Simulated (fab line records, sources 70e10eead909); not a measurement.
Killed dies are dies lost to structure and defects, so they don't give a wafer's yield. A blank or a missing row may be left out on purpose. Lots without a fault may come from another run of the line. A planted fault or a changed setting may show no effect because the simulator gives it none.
fab line records | flow nand_harc
record lots=12 wafers=36 last_day=34
route steps=1302 shown A_BONDPAD@1226 THIN_TSV@1250 END@1302
lots that met no fault: from a run of the same line without faults
start_h: hours from the record's first day to the start of the lot's first wafer shown | wait_h: hours since the lot's step before | " the same as in the row above | L1.1+2: a row that stands for several wafers | - no value, or no start given | * or withheld: withheld | < > ~ a bound
route shown NAME@n: a module of which the file shows steps, and the number in the route of the first | usual: mean/standard deviation of fault-free wafers | same: alike in all rows | chamber/n: place in a boat | sites: the reading at each site | _std_site: their standard deviation | _edge_site: outer sites' mean less inner sites' | radius_mm: how far each site lies from the wafer's centre | mask NAME#n: copy n | behind: the tool/chamber that last shaped the wafer | hold: why the lot was held/for how many hours/how that ended | device: the transistor (n, p or np) that didn't switch | end of line: the same wafers' tests at the end of the route | a step without rows: its recipe alone | killed: dies lost to structure and defects at the first sort, not the wafer's yield | map: a wafer's dies, x killed, . not, _ none there
set.NAME: the setting as run; set.NAME@STEP: as run at that earlier step | model.NAME: the simulator's own value behind a step, which no gauge read
steps of the route over a sample of lots; a table a step, a row a wafer
services: from which hour (start_h, from the record's first day; less than 0 if before it) a tool's chamber was out of use, for how many hours, and why
## steps
# step NHARC_A_BONDPAD_PRE_CLEAN_26
# recipe time_s=30 temp_c=280 gas=H2/He
# usual heater_power_w=410/62
# columns lot.wafer tool chamber start_h wait_h heater_power_w
L417.2 pvd_sputter-03 - - - 357
L417.5 " - " " 524
L417.6 " - " " 365
L418.1 pvd_sputter-03 - - - 505
L418.2 " - " " 362
L418.5 " - " " 506
L422.2 pvd_sputter-02 - - - 540
L422.6 " - " " 393
L422.5 " - " " 428
L425.2 pvd_sputter-01 - - - 388
L425.3 " - " " 379
L425.5 " - " " 367
L426.2 pvd_sputter-01 - - - 291
L426.5 " - " " 388
L426.6 " - " " 371
L427.1 pvd_sputter-02 - - - 417
L427.3 " - " " 415
L427.5 " - " " 395
L429.4 pvd_sputter-01 - - - 380
L429.5 " - " " 378
L429.6 " - " " 292
L430.3 pvd_sputter-02 - - - 406
L430.1 " - " " 408
L430.5 " - " " 410
L433.3 pvd_sputter-01 - - - 369
L433.1 " - " " 294
L433.5 " - " " 394
L438.1 pvd_sputter-02 - - - 526
L438.4 " - " " 402
L438.5 " - " " 409
L440.4 pvd_sputter-03 - - - 361
L440.2 " - " " 441
L440.5 " - " " 437
L439.2 pvd_sputter-03 - - - 480
L439.3 " - " " 357
L439.5 " - " " 498
# step NHARC_A_BONDPAD_CMP_19
# recipe t_overpolish_s=30 cu_recess_touch_s=16 target_thk_nm=169.82
# usual motor_current_A=11.3/0.98 overpolish_run_s=30.000/0.0086
# columns lot.wafer tool chamber start_h wait_h motor_current_A overpolish_run_s
L417.2 cmp-03 3 542.92 - 11.8 29.996
L417.5 " 2 " " 11.6 30.011
L417.6 " 3 " " 11.0 29.991
L418.1 cmp-03 2 552.15 - 10.8 30.002
L418.2 " 3 " " 12.0 30.013
L418.5 " 1 " " 9.4 30.010
L422.2 cmp-04 2 587.81 - 10.4 29.998
L422.5 " 0 " " 12.6 30.010
L422.6 " 1 " " 11.4 29.983
L425.3 cmp-01 1 629.40 - 12.1 30.002
L425.2 " 2 " " 12.5 30.006
L425.5 " 2 " " 11.8 29.996
L426.2 cmp-04 3 632.20 - 11.6 29.995
L426.6 " 2 " " 10.7 29.994
L426.5 " 3 " " 12.7 29.979
L427.1 cmp-04 0 638.66 - 12.4 29.996
L427.3 " 2 " " 10.7 30.012
L427.5 " 3 " " 11.7 29.996
L429.4 cmp-01 1 641.80 - 12.6 29.998
L429.6 " 1 " " 12.1 30.009
L429.5 " 2 " " 11.3 29.999
L430.1 cmp-03 1 676.34 - 9.9 30.002
L430.3 " 2 " " 11.2 29.990
L430.5 " 3 " " 11.7 30.017
L433.1 cmp-04 3 706.09 - 12.2 30.004
L433.3 " 0 " " 13.3 29.999
L433.5 " 3 " " 12.3 30.006
L438.4 cmp-04 2 737.88 - 10.8 30.007
L438.1 " 3 " " 12.1 29.999
L438.5 " 1 " " 12.0 29.991
L440.2 cmp-01 0 772.83 - 9.6 30.000
L440.4 " 1 " " 12.6 29.990
L440.5 " 0 " " 9.8 29.990
L439.3 cmp-01 3 776.34 - 10.7 30.008
L439.2 " 0 " " 9.7 29.992
L439.5 " 3 " " 10.6 30.003
# step NHARC_THIN_TSV_DEP_43
# recipe target_thk_a=13285 temp_c=withheld pressure_torr=6.5 rf_w=900 teos_flow_sccm=161.4 flow_sccm=2650 target_thk_nm=1328.5 gas=O2 material=SiO2
# usual rf_fwd_power_W=898.2/2.7 throttle_valve_pct=15.6/0.61
# columns lot.wafer tool chamber start_h wait_h rf_fwd_power_W throttle_valve_pct
L417.2 pecvd-02 2 555.85 - 899.8 15.3
L417.6 " 2 " " 900.1 15.4
L417.5 " 0 " " 897.9 16.2
L418.2 pecvd-04 2 584.08 - 901.7 16.0
L418.1 " 0 " " 896.9 16.0
L418.5 " 1 " " 897.5 15.4
L422.2 pecvd-04 1 599.90 - 902.9 15.4
L422.5 " 1 " " 898.7 15.8
L422.6 " 0 " " 894.8 16.0
L425.2 pecvd-03 2 641.27 - 898.0 14.7
L425.3 " 2 " " 895.9 14.9
L425.5 " 2 " " 898.2 15.1
L426.2 pecvd-03 2 642.55 - 897.9 15.1
L426.6 " 0 " " 895.9 15.1
L426.5 " 2 " " 900.8 14.8
L427.1 pecvd-03 0 651.69 - 899.3 15.5
L427.3 " 1 " " 902.5 15.9
L427.5 " 1 " " 899.9 16.4
L429.6 pecvd-03 2 653.02 - 896.1 14.6
L429.5 " 0 " " 898.0 15.5
L429.4 " 1 " " 902.7 16.1
L430.3 pecvd-03 2 688.33 - 752.2 14.7
L430.1 " 1 " " 755.8 16.4
L430.5 " 0 " " 753.3 15.5
L433.1 pecvd-03 1 718.25 - 752.6 16.4
L433.3 " 2 " " 753.1 14.7
L433.5 " 1 " " 752.5 16.6
L438.1 pecvd-04 0 754.95 - 893.2 15.5
L438.5 " 0 " " 890.5 15.5
L438.4 " 1 " " 899.9 15.5
L440.2 pecvd-04 0 784.91 - 892.1 15.7
L440.5 " 0 " " 898.8 15.8
L440.4 " 2 " " 897.0 15.5
L439.2 pecvd-03 1 789.05 - 893.9 16.4
L439.3 " 2 " " 899.3 14.9
L439.5 " 0 " " 895.0 15.5
# step NHARC_THIN_TSV_ETCH_44
# recipe target_depth_a=15942 time_s=797.1 cf4_flow_sccm=150 o2_flow_sccm=10 ar_flow_sccm=0 rf_w=300 bias_w=800 chemistry=CF4/O2
# usual drypump_motor_current_A=5.7/0.43 oes_product_au=0.997/0.0098 rf_vpp_V=793/5.1 showerhead_plenum_p_Torr=1.81/0.081 throttle_valve_pct=16.914/0.0095
# columns lot.wafer tool chamber start_h wait_h drypump_motor_current_A oes_product_au rf_hours_counter_h rf_vpp_V showerhead_plenum_p_Torr throttle_valve_pct
L417.2 rie_diel-01 1 556.99 0.2 5.9 0.991 9.9 796 1.87 16.900
L417.6 " 3 " " 6.7 1.003 - 800 1.93 16.931
L417.5 " 0 " " 5.8 0.991 - 789 1.75 16.915
L418.1 rie_diel-07 2 585.21 0.1 5.6 0.995 4.6 794 1.83 16.907
L418.2 " 0 " " 5.4 0.990 5.4 788 1.74 16.919
L418.5 " 1 " " 6.4 1.003 - 801 1.96 16.916
L422.2 rie_diel-01 1 601.11 0.2 5.9 1.001 2.4 797 1.87 16.918
L422.5 " 3 " " 6.7 1.004 - 799 1.93 16.929
L422.6 " 0 " " 5.7 1.005 - 789 1.75 16.907
L425.3 rie_diel-01 2 642.35 0.1 5.3 0.988 4.1 791 1.79 16.898
L425.2 " 1 " " 5.9 1.026 4.1 796 1.87 16.924
L425.5 " 3 " " 6.7 1.009 - 800 1.93 16.905
L426.2 rie_diel-07 3 643.57 0.1 5.3 1.012 9.1 786 1.71 16.899
L426.6 " 3 " " 5.3 1.015 - 787 1.71 16.915
L426.5 " 0 " " 5.4 0.993 - 787 1.74 16.919
L427.1 rie_diel-01 1 652.82 0.1 5.9 1.012 4.9 797 1.87 16.923
L427.3 " 3 " " 6.7 0.992 3.1 799 1.93 16.918
L427.5 " 0 " " 5.8 1.015 - 788 1.75 16.920
L429.4 rie_diel-01 0 653.96 0.1 5.8 1.001 5.2 788 1.75 16.938
L429.5 " 0 " " 5.8 1.004 - 789 1.74 16.896
L429.6 " 1 " " 5.9 1.003 - 798 1.87 16.919
L430.3 rie_diel-07 2 689.47 0.1 5.7 1.007 2.1 795 1.83 16.905
L430.1 " 3 " " 5.3 0.991 2.1 787 1.71 16.929
L430.5 " 1 " " 6.4 0.985 - 802 1.96 16.926
L433.3 rie_diel-01 1 719.33 0.1 5.9 1.002 8.5 797 1.87 16.922
L433.1 " 3 " " 6.7 0.989 6.4 800 1.93 16.923
L433.5 " 2 " " 5.3 0.985 - 791 1.79 16.915
L438.1 rie_diel-01 2 755.96 0.1 5.3 0.987 0.8 793 1.79 16.921
L438.4 " 0 " " 5.8 0.994 0.5 789 1.74 16.915
L438.5 " 2 " " 5.3 1.000 - 792 1.79 16.918
L440.2 rie_diel-04 1 786.03 0.2 5.6 1.004 2.7 787 1.74 16.919
L440.5 " 0 " " 5.8 0.997 - 799 1.91 16.900
L440.4 " 1 " " 5.6 1.005 - 788 1.74 16.921
L439.3 rie_diel-01 1 790.01 0.1 5.9 0.992 2.9 797 1.87 16.918
L439.2 " 2 " " 5.3 0.996 3.0 792 1.79 16.925
L439.5 " 0 " " 5.8 0.993 - 789 1.74 16.918
# step NHARC_END_SORT_01
# recipe temp_c=25
# usual defect_limited_yield=91.4/2.7 killed_at_array=53/18 killed_at_other=0.8/1.1 killed_at_periphery=4.1/2.7 killed_dies=58/18 killed_open=3.1/1.7 killed_short=2.7/1.7 sort_bin_2_pct=3.0/1.2 sort_bin_3_pct=0.6/0.37 sort_bin_4_pct=4.9/1.5 sort_n_pass=619/18 sort_rim_yield_pct=91/4.1 sort_yield_pct=91.4/2.7
# same gross_dies=677 sort_bin_5_pct[%]=0 sort_bin_6_pct[%]=0 sort_bin_7_pct[%]=0 sort_bin_8_pct[%]=0 sort_rim_n_gross=106.00
# columns lot.wafer tool chamber start_h wait_h defect_limited_yield[%] killed_at_array killed_at_other killed_at_periphery killed_dies killed_open killed_short sort_bin_2_pct[%] sort_bin_3_pct[%] sort_bin_4_pct[%] sort_n_pass sort_rim_yield_pct[%] sort_yield_pct[%]
L417.2 prober-01 0 574.30 2.8 91.0 56 1 4 61 2 1 3.5 0.7 4.7 616 89 91.0
L417.5 prober-01 0 576.73 3.7 89.2 62 1 10 73 1 4 4.6 1.3 4.9 604 97 89.2
L417.6 prober-01 0 577.53 4.0 92.9 38 0 10 48 7 2 2.4 1.0 3.7 629 86 92.9
L418.1 prober-01 0 600.06 2.5 88.8 67 0 9 76 1 2 4.7 0.6 5.9 601 93 88.8
L418.2 prober-01 0 600.86 2.8 94.5 35 1 1 37 2 1 3.1 0.3 2.1 640 84 94.5
L418.5 prober-01 0 603.25 3.7 90.1 62 1 4 67 4 0 4.3 0.9 4.7 610 91 90.1
L422.2 prober-02 0 618.22 2.8 93.6 40 0 3 43 3 1 2.4 0.3 3.7 634 90 93.6
L422.5 prober-02 0 620.63 3.7 92.9 46 0 2 48 3 0 2.4 0.9 3.8 629 94 92.9
L422.6 prober-02 0 621.43 4.0 93.5 41 0 3 44 4 4 1.6 0.6 4.3 633 93 93.5
L425.2 prober-01 0 658.05 2.8 85.5 96 0 2 98 3 3 4.3 0.7 9.5 579 90 85.5
L425.3 prober-01 0 658.85 3.1 88.3 74 0 5 79 4 4 4.0 0.9 6.8 598 90 88.3
L425.5 prober-01 0 660.46 3.7 90.0 66 0 2 68 2 6 3.5 1.0 5.5 609 87 90.0
L426.2 prober-02 0 660.21 2.8 94.1 35 1 4 40 3 3 1.6 0.7 3.5 637 90 94.1
L426.5 prober-02 0 662.61 3.7 93.2 39 0 7 46 5 0 2.8 0.1 3.8 631 92 93.2
L426.6 prober-02 0 663.41 4.0 91.0 56 0 5 61 5 4 2.8 0.6 5.6 616 94 91.0
L427.1 prober-02 0 667.64 2.5 90.3 60 1 5 66 5 5 3.4 0.9 5.5 611 86 90.3
L427.3 prober-02 0 669.26 3.1 91.0 57 1 3 61 3 5 2.5 0.1 6.4 616 82 91.0
L427.5 prober-02 0 670.88 3.7 89.1 72 1 1 74 1 2 4.4 0.6 5.9 603 92 89.1
L429.4 prober-01 0 670.03 3.4 90.3 62 0 4 66 3 1 4.4 0.7 4.6 611 86 90.3
L429.5 prober-01 0 670.83 3.7 91.3 55 0 4 59 5 2 4.0 0.4 4.3 618 90 91.3
L429.6 prober-01 0 671.63 4.0 90.8 59 0 3 62 4 2 2.8 0.6 5.8 615 92 90.8
L430.1 prober-01 0 705.87 2.5 91.9 53 1 1 55 0 6 2.7 0.6 4.9 622 97 91.9
L430.3 prober-01 0 707.47 3.1 94.2 39 0 0 39 1 3 2.1 0.6 3.1 638 90 94.2
L430.5 prober-01 0 709.07 3.7 91.6 55 1 1 57 6 7 3.4 0.4 4.6 620 91 91.6
L433.1 prober-01 0 733.41 2.5 91.0 60 0 1 61 4 4 3.7 0.6 4.7 616 83 91.0
L433.3 prober-01 0 735.01 3.1 86.0 91 1 3 95 3 4 5.2 0.7 8.1 582 92 86.0
L433.5 prober-01 0 736.61 3.7 89.1 72 0 2 74 4 2 4.3 1.6 5.0 603 86 89.1
L438.1 prober-02 0 770.83 2.5 91.9 51 3 1 55 2 2 3.2 0.4 4.4 622 96 91.9
L438.4 prober-02 0 773.18 3.4 92.3 46 2 4 52 5 4 2.2 0.9 4.6 625 89 92.3
L438.5 prober-02 0 773.96 3.6 92.5 45 3 3 51 2 3 3.0 0.1 4.4 626 93 92.5
L440.2 prober-02 0 801.84 2.8 88.6 72 0 5 77 1 2 4.3 1.6 5.5 600 90 88.6
L440.4 prober-02 0 803.46 3.4 86.1 90 1 3 94 2 4 5.3 0.9 7.7 583 89 86.1
L440.5 prober-02 0 804.26 3.7 88.5 72 2 4 78 4 4 4.6 0.3 6.6 599 89 88.5
L439.2 prober-01 0 805.75 2.8 94.7 35 0 1 36 2 4 2.5 0 2.8 641 90 94.7
L439.3 prober-01 0 806.55 3.1 92.0 44 0 10 54 4 6 2.1 0 5.9 623 97 92.0
L439.5 prober-01 0 808.15 3.7 93.4 39 0 6 45 3 2 2.7 0.1 3.8 632 92 93.4
# killed by level:class
L417.2 A_CHANNEL_HOLE_D2:chamber_film_flake=31 A_CHANNEL_HOLE_D1:chamber_film_flake=14 P_M1:chamber_film_flake=4 A_ZERO_WELL:chamber_film_flake=4 A_M0:geometric_particle:open=2 A_STAIRCASE:chamber_film_flake=2 STARTING-WAFER:geometric_particle:short=1 A_CHANNEL_FILL_D1:chamber_film_flake=1
L417.5 A_CHANNEL_HOLE_D1:chamber_film_flake=24 A_CHANNEL_HOLE_D2:chamber_film_flake=22 P_M1:chamber_film_flake=7 A_ZERO_WELL:chamber_film_flake=4 P_GATE:chamber_film_flake=3 A_CONTACT:chamber_film_flake=3 A_WL_FILL:chamber_film_flake=2 A_CHANNEL_HOLE_D1:geometric_particle:short=1
L417.6 A_CHANNEL_HOLE_D1:chamber_film_flake=11 A_CHANNEL_HOLE_D2:chamber_film_flake=8 P_M1:chamber_film_flake=6 A_ZERO_WELL:chamber_film_flake=5 A_M0:geometric_particle:open=3 A_M0:geometric_particle:short=2 P_GATE:chamber_film_flake=2 A_STAIRCASE:chamber_film_flake=2
L418.1 A_CHANNEL_HOLE_D2:chamber_film_flake=35 A_SLIT:chamber_film_flake=24 P_GATE:chamber_film_flake=5 A_STAIRCASE:chamber_film_flake=3 P_ZERO_WELL:chamber_film_flake=2 P_CONTACT:geometric_particle:short=1 A_SGD_CUT:geometric_particle:short=1 A_CONTACT:geometric_particle:open=1
L418.2 A_SLIT:chamber_film_flake=17 A_CHANNEL_HOLE_D2:chamber_film_flake=12 A_M1:geometric_particle:open=2 A_CHANNEL_FILL_D1:geometric_particle:short=1 P_GATE:chamber_film_flake=1 A_STAIRCASE:chamber_film_flake=1 A_WL_FILL:chamber_film_flake=1 A_CONTACT:chamber_film_flake=1
L418.5 A_CHANNEL_HOLE_D2:chamber_film_flake=33 A_SLIT:chamber_film_flake=21 A_STAIRCASE:chamber_film_flake=3 A_WL_FILL:chamber_film_flake=2 P_GATE:geometric_particle:open=1 P_M0:geometric_particle:open=1 A_CHANNEL_FILL_D1:geometric_particle:open=1 A_DECK1_JOINT:geometric_particle:open=1
L422.2 A_SLIT:chamber_film_flake=18 A_CHANNEL_HOLE_D2:chamber_film_flake=10 A_CONTACT:chamber_film_flake=5 A_CHANNEL_HOLE_D1:chamber_film_flake=2 A_SGD_CUT:chamber_film_flake=2 P_STI:geometric_particle:open=1 P_CONTACT:geometric_particle:open=1 A_BLC:geometric_particle:open=1
L422.5 A_SLIT:chamber_film_flake=22 A_CHANNEL_HOLE_D2:chamber_film_flake=14 A_CHANNEL_HOLE_D1:chamber_film_flake=2 A_SGD_CUT:chamber_film_flake=2 A_WL_FILL:chamber_film_flake=2 P_CONTACT:geometric_particle:open=1 P_M0:geometric_particle:open=1 A_ONON_D2:geometric_particle:open=1
L422.6 A_SLIT:chamber_film_flake=23 A_CHANNEL_HOLE_D2:chamber_film_flake=4 A_STAIRCASE:chamber_film_flake=3 A_CONTACT:chamber_film_flake=3 A_ONON_D1:geometric_particle:short=2 P_CONTACT:geometric_particle:open=1 P_M0:geometric_particle:short=1 P_M0:geometric_particle:open=1
L425.2 A_SLIT:chamber_film_flake=37 A_CHANNEL_HOLE_D1:chamber_film_flake=30 A_CHANNEL_HOLE_D2:chamber_film_flake=12 A_STAIRCASE:chamber_film_flake=4 A_CONTACT:chamber_film_flake=4 A_ONON_D1:geometric_particle:short=3 P_STI:chamber_film_flake=2 A_DECK1_JOINT:chamber_film_flake=2
L425.3 A_SLIT:chamber_film_flake=26 A_CHANNEL_HOLE_D1:chamber_film_flake=16 A_CHANNEL_HOLE_D2:chamber_film_flake=13 A_STAIRCASE:chamber_film_flake=9 A_CHANNEL_HOLE_D2:geometric_particle:open=2 P_STI:chamber_film_flake=2 A_DECK1_JOINT:chamber_film_flake=2 P_CONTACT:geometric_particle:open=1
L426.2 A_CHANNEL_HOLE_D1:chamber_film_flake=16 A_CHANNEL_HOLE_D2:chamber_film_flake=9 P_GATE:chamber_film_flake=3 A_M0:geometric_particle:open=2 A_SLIT:chamber_film_flake=2 A_ONON_D2:geometric_particle:short=1 A_CHANNEL_HOLE_D2:geometric_particle:short=1 A_CHANNEL_FILL_D2:geometric_particle:short=1
L425.5 A_SLIT:chamber_film_flake=27 A_CHANNEL_HOLE_D2:chamber_film_flake=12 A_CHANNEL_HOLE_D1:chamber_film_flake=10 A_STAIRCASE:chamber_film_flake=6 A_CONTACT:chamber_film_flake=3 A_CHANNEL_FILL_D1:geometric_particle:short=2 A_CHANNEL_FILL_D1:chamber_film_flake=2 P_CONTACT:geometric_particle:open=1
L426.5 A_CHANNEL_HOLE_D2:chamber_film_flake=15 A_CHANNEL_HOLE_D1:chamber_film_flake=13 P_GATE:chamber_film_flake=4 A_CHANNEL_FILL_D1:geometric_particle:open=2 A_SLIT:chamber_film_flake=2 A_CONTACT:chamber_film_flake=2 P_CONTACT:geometric_particle:open=1 A_ONON_D2:geometric_particle:open=1
L426.6 A_CHANNEL_HOLE_D1:chamber_film_flake=33 A_CHANNEL_HOLE_D2:chamber_film_flake=9 P_GATE:chamber_film_flake=4 A_ONON_D2:geometric_particle:open=2 A_CHANNEL_HOLE_D1:geometric_particle:short=1 A_CHANNEL_FILL_D2:geometric_particle:open=1 A_WL_FILL:geometric_particle:short=1 A_CONTACT:geometric_particle:open=1
L427.1 A_SLIT:chamber_film_flake=32 A_CHANNEL_HOLE_D1:chamber_film_flake=14 A_STAIRCASE:chamber_film_flake=2 A_CHANNEL_HOLE_D2:unspecified=2 A_CONTACT:chamber_film_flake=2 P_CONTACT:geometric_particle:open=1 P_M0:geometric_particle:open=1 P_M2:geometric_particle:short=1
L427.3 A_SLIT:chamber_film_flake=25 A_CHANNEL_HOLE_D1:chamber_film_flake=17 A_STAIRCASE:chamber_film_flake=6 A_CHANNEL_FILL_D1:chamber_film_flake=2 P_CONTACT:geometric_particle:short=1 P_M0:geometric_particle:short=1 P_M2:geometric_particle:open=1 A_CHANNEL_FILL_D1:geometric_particle:open=1
L429.4 A_SLIT:chamber_film_flake=23 A_CHANNEL_HOLE_D2:chamber_film_flake=16 A_CHANNEL_HOLE_D1:chamber_film_flake=6 A_STAIRCASE:chamber_film_flake=5 P_CONTACT:chamber_film_flake=3 A_CONTACT:chamber_film_flake=3 A_WL_FILL:chamber_film_flake=2 A_ONON_D1:geometric_particle:open=1
L429.5 A_SLIT:chamber_film_flake=20 A_CHANNEL_HOLE_D2:chamber_film_flake=16 A_CONTACT:chamber_film_flake=5 A_STAIRCASE:chamber_film_flake=4 P_CONTACT:chamber_film_flake=3 A_CHANNEL_HOLE_D1:chamber_film_flake=3 P_CONTACT:geometric_particle:open=1 A_ONON_D1:geometric_particle:open=1
L427.5 A_CHANNEL_HOLE_D1:chamber_film_flake=40 A_SLIT:chamber_film_flake=19 A_CHANNEL_FILL_D1:chamber_film_flake=2 A_CHANNEL_HOLE_D2:unspecified=2 A_STAIRCASE:chamber_film_flake=2 A_CONTACT:chamber_film_flake=2 P_STI:geometric_particle:short=1 A_CHANNEL_FILL_D2:geometric_particle:open=1
L429.6 A_SLIT:chamber_film_flake=34 A_CHANNEL_HOLE_D2:chamber_film_flake=8 A_CONTACT:chamber_film_flake=6 A_CHANNEL_HOLE_D1:chamber_film_flake=3 P_M1:geometric_particle:open=2 A_CHANNEL_HOLE_D2:geometric_particle:short=2 A_WL_FILL:chamber_film_flake=2 A_BLC:geometric_particle:open=1
L430.1 A_SLIT:chamber_film_flake=31 A_CHANNEL_HOLE_D1:chamber_film_flake=6 A_STAIRCASE:chamber_film_flake=4 A_ONON_D2:geometric_particle:short=3 A_BLC:chamber_film_flake=3 A_SGD_CUT:geometric_particle:short=1 A_WL_FILL:geometric_particle:short=1 A_M1:geometric_particle:short=1
L430.3 A_SLIT:chamber_film_flake=22 A_CHANNEL_HOLE_D1:chamber_film_flake=4 A_STAIRCASE:chamber_film_flake=3 A_SGD_CUT:geometric_particle:short=2 A_DECK1_JOINT:chamber_film_flake=2 A_BLC:chamber_film_flake=2 A_ONON_D2:geometric_particle:short=1 A_CHANNEL_FILL_D2:geometric_particle:open=1
L430.5 A_SLIT:chamber_film_flake=31 A_CHANNEL_HOLE_D1:chamber_film_flake=7 A_CHANNEL_FILL_D2:geometric_particle:open=4 A_WL_FILL:chamber_film_flake=3 A_DECK1_JOINT:geometric_particle:short=2 A_ONON_D2:geometric_particle:short=2 A_WL_FILL:geometric_particle:short=2 A_STAIRCASE:chamber_film_flake=2
L433.1 A_SLIT:chamber_film_flake=15 A_CHANNEL_HOLE_D1:chamber_film_flake=14 A_CHANNEL_HOLE_D2:chamber_film_flake=13 A_STAIRCASE:chamber_film_flake=3 A_CONTACT:chamber_film_flake=3 A_CHANNEL_FILL_D1:geometric_particle:short=2 A_DECK1_JOINT:geometric_particle:open=2 A_WL_FILL:chamber_film_flake=2
L433.3 A_CHANNEL_HOLE_D1:chamber_film_flake=31 A_SLIT:chamber_film_flake=30 A_CHANNEL_HOLE_D2:chamber_film_flake=17 A_STAIRCASE:chamber_film_flake=4 A_CONTACT:chamber_film_flake=4 P_GATE:geometric_particle:short=1 P_CONTACT:geometric_particle:open=1 P_M0:geometric_particle:open=1
L433.5 A_SLIT:chamber_film_flake=22 A_CHANNEL_HOLE_D2:chamber_film_flake=16 A_CHANNEL_HOLE_D1:chamber_film_flake=15 A_CONTACT:chamber_film_flake=5 A_WL_FILL:chamber_film_flake=4 A_STAIRCASE:chamber_film_flake=3 A_CHANNEL_FILL_D2:geometric_particle:open=2 P_CONTACT:geometric_particle:open=1
L438.1 A_SLIT:chamber_film_flake=34 A_CONTACT:chamber_film_flake=6 A_CHANNEL_HOLE_D1:chamber_film_flake=2 A_DECK1_JOINT:chamber_film_flake=2 THIN_TSV:chamber_film_flake=2 A_ONON_D2:geometric_particle:short=1 A_CHANNEL_FILL_D2:geometric_particle:open=1 A_CONTACT:geometric_particle:open=1
L438.4 A_SLIT:chamber_film_flake=21 A_CONTACT:chamber_film_flake=9 A_DECK1_JOINT:geometric_particle:open=2 P_M2:chamber_film_flake=2 A_CHANNEL_HOLE_D1:chamber_film_flake=2 A_STAIRCASE:chamber_film_flake=2 A_CHANNEL_HOLE_D1:geometric_particle:open=1 A_CHANNEL_FILL_D1:geometric_particle:open=1
L438.5 A_SLIT:chamber_film_flake=30 A_CONTACT:chamber_film_flake=8 A_CHANNEL_HOLE_D1:chamber_film_flake=2 THIN_TSV:chamber_film_flake=2 P_M0:geometric_particle:open=1 A_DECK1_JOINT:geometric_particle:short=1 A_ONON_D2:geometric_particle:short=1 A_M0:geometric_particle:open=1
L440.2 A_CHANNEL_HOLE_D2:chamber_film_flake=29 A_SLIT:chamber_film_flake=23 A_CHANNEL_HOLE_D1:chamber_film_flake=12 P_M2:chamber_film_flake=3 A_STAIRCASE:chamber_film_flake=3 P_STI:chamber_film_flake=2 A_CONTACT:chamber_film_flake=2 A_ONON_D1:geometric_particle:open=1
L440.4 A_SLIT:chamber_film_flake=28 A_CHANNEL_HOLE_D2:chamber_film_flake=27 A_CHANNEL_HOLE_D1:chamber_film_flake=19 A_CONTACT:chamber_film_flake=7 P_M2:chamber_film_flake=2 A_STAIRCASE:chamber_film_flake=2 P_M0:geometric_particle:open=1 A_DECK1_JOINT:geometric_particle:short=1
L440.5 A_CHANNEL_HOLE_D2:chamber_film_flake=25 A_SLIT:chamber_film_flake=21 A_CHANNEL_HOLE_D1:chamber_film_flake=13 A_STAIRCASE:chamber_film_flake=4 A_CHANNEL_FILL_D2:chamber_film_flake=2 P_STI:geometric_particle:short=1 P_CONTACT:geometric_particle:open=1 P_M0:geometric_particle:open=1
L439.2 A_CHANNEL_HOLE_D1:chamber_film_flake=15 A_STAIRCASE:chamber_film_flake=6 A_SLIT:chamber_film_flake=6 A_DECK1_JOINT:geometric_particle:short=2 A_CHANNEL_HOLE_D2:geometric_particle:short=1 A_CHANNEL_FILL_D2:geometric_particle:open=1 A_CHANNEL_FILL_D2:geometric_particle:short=1 A_M0:geometric_particle:open=1
L439.3 A_CHANNEL_HOLE_D1:chamber_film_flake=14 A_SLIT:chamber_film_flake=8 P_GATE:chamber_film_flake=7 A_STAIRCASE:chamber_film_flake=6 A_CONTACT:chamber_film_flake=5 A_ONON_D1:geometric_particle:short=2 A_M0:geometric_particle:open=2 P_M1:geometric_particle:short=1
L439.5 A_CHANNEL_HOLE_D1:chamber_film_flake=19 A_SLIT:chamber_film_flake=5 P_GATE:chamber_film_flake=4 A_CONTACT:chamber_film_flake=4 A_CHANNEL_HOLE_D2:chamber_film_flake=2 A_STAIRCASE:chamber_film_flake=2 A_WL_FILL:chamber_film_flake=2 P_CONTACT:geometric_particle:open=1
## services
# columns tool chamber start_h hours kind
pvd_sputter-03 - 526.24 10.0 pm
pecvd-03 - 536.63 0.7 repair
cmp-01 - 540.94 2.5 repair
pecvd-03 - 547.56 13.0 pm
cmp-01 - 556.09 1.8 repair
cmp-04 - 556.75 0.4 repair
rie_diel-01 - 557.84 9.0 pm
cmp-04 - 562.30 0.5 repair
pvd_sputter-03 - 565.98 6.6 repair
rie_diel-01 1 579.10 5.0 repair
rie_diel-01 3 582.47 11.8 repair
cmp-04 - 601.02 4.0 pm
pecvd-03 - 612.10 0.4 repair
cmp-04 - 627.09 1.8 repair
pecvd-03 1 629.25 18.9 repair
cmp-04 - 694.31 1.2 repair
cmp-04 - 699.02 4.0 pm
pecvd-03 - 713.71 1.1 repair
pecvd-03 - 717.17 0.6 repair
cmp-04 - 721.79 0.8 repair
rie_diel-01 2 725.14 6.1 repair
pecvd-03 - 728.59 13.0 pm
rie_diel-01 - 734.84 9.0 pm
cmp-04 - 741.59 4.0 repair
## key
first_sign step=NHARC_THIN_TSV_DEP_43 reading=rf_fwd_power_W direction=down sigmas=54 usual=* struck=*
effect none on later readings
met_at NHARC_THIN_TSV_DEP_43
struck_lots L430,L433
not_acting_at NHARC_A_BONDPAD_PRE_CLEAN_26,NHARC_A_BONDPAD_CMP_19,NHARC_THIN_TSV_ETCH_44
onset_between 653.02 688.33
fault kind=process_parameter_drift tool=pecvd-03 chamber=- onset_h=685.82 steps=NHARC_THIN_TSV_DEP_43 channel=rf_w offset=* shape=step end_h=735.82 acts_in=* stated=*
